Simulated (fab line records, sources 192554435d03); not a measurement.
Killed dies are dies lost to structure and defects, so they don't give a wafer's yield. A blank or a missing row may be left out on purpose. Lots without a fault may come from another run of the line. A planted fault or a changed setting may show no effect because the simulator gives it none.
One fault seen from 3 desks | flow n5_finfet | each desk has only its own numbers; what lay behind them comes last

THE TOOL OWNER'S DESK: ald_sin-01
The tool's own readings at N5_MOL_CONTACT_COAG_ALD_123 (deposits SiNx, target thk 5 nm, pulse time 1 s, purge time 2 s): means of the sampled wafers that have a number, for each lot that ran on this tool. A lot is out of limits, marked OUT, if its mean lies more than 4 standard deviations from the usual mean; the brackets give that distance.
Columns: A = chamber_pressure_Torr at N5_MOL_CONTACT_COAG_ALD_123, usual 2.000 Torr; B = heater_power_w at N5_MOL_CONTACT_COAG_ALD_123, usual 835 W; C = precursor_pulse_height_rel at N5_MOL_CONTACT_COAG_ALD_123, usual 1.003
lot  | first seen here | A     | B   | C
L771 | day 5 02:07     | 2.000 | 832 | 1.003
L787 | day 9 01:52     | 1.999 | 798 | 1.015
L793 | day 10 12:48    | 1.999 | 897 | 1.023
This desk's finding: nothing out of limits on any of the 3 lots.

THE DEFECT DESK
What the inspections along the route counted, lot by lot: means of the sampled wafers that have a number. A lot is out of limits, marked OUT, if its mean lies more than 4 standard deviations from the usual mean; the brackets give that distance.
Columns: A = raw_defect_count at N5_MOL_CONTACT_COAG_INSPECT_57, usual 196
lot  | first seen here | A
L771 | day 5 03:10     | 142
L773 | day 5 17:04     | 172
L779 | day 7 03:02     | 120
L780 | day 7 14:52     | 196
L787 | day 9 02:55     | 154
L788 | day 9 07:45     | 151
L792 | day 10 06:52    | 196
L793 | day 10 13:45    | 192
This desk's finding: nothing out of limits on any of the 8 lots.

THE METROLOGY DESK
What the gauges read, lot by lot, whatever tool the lot ran on: means of the sampled wafers that have a number. A lot is out of limits, marked OUT, if its mean lies more than 4 standard deviations from the usual mean; the brackets give that distance. Of its 11 readings 7 are shown: those that lie furthest out on some lot.
Columns: A = DIBL_N at N5_BEOL_M4_RC_MEAS_101, usual 36.3 mV/V; B = IOFF_P at N5_BEOL_M4_RC_MEAS_101, usual 0.211 nA/um; C = ION_N at N5_BEOL_M4_RC_MEAS_101, usual 672 uA/um; D = ION_P at N5_BEOL_M4_RC_MEAS_101, usual 462 uA/um; E = SS_P at N5_BEOL_M4_RC_MEAS_101, usual 73.3 mV/dec; F = VT_N at N5_BEOL_M4_RC_MEAS_101, usual 249.9 mV; G = VT_P at N5_BEOL_M4_RC_MEAS_101, usual -249.8 mV
lot  | first seen here | A    | B     | C   | D   | E    | F     | G
L771 | day 5 03:04     | 37.4 | 0.210 | 671 | 458 | 73.9 | 251.4 | -251.1
L773 | day 5 16:59     | 35.4 | 0.175 | 670 | 454 | 73.4 | 249.8 | -253.2
L779 | day 7 02:57     | 35.8 | 0.190 | 667 | 461 | 73.1 | 250.9 | -252.8
L780 | day 7 14:47     | 35.6 | 0.162 | 667 | 454 | 72.9 | 253.3 | -255.2
L787 | day 9 02:50     | 35.3 | 0.200 | 664 | 459 | 73.2 | 252.7 | -251.1
L788 | day 9 07:40     | 36.2 | 0.226 | 688 | 471 | 73.9 | 246.1 | -247.6
L792 | day 10 06:47    | 34.7 | 0.236 | 669 | 469 | 73.0 | 249.5 | -246.8
L793 | day 10 13:40    | 36.0 | 0.205 | 674 | 460 | 73.2 | 249.1 | -249.5
This desk's finding: nothing out of limits on any of the 8 lots.

PUT TOGETHER
The tool owner's desk saw nothing out of limits.
The defect desk saw nothing out of limits.
The metrology desk saw nothing out of limits.

WHAT THE SIMULATOR HAD PUT IN
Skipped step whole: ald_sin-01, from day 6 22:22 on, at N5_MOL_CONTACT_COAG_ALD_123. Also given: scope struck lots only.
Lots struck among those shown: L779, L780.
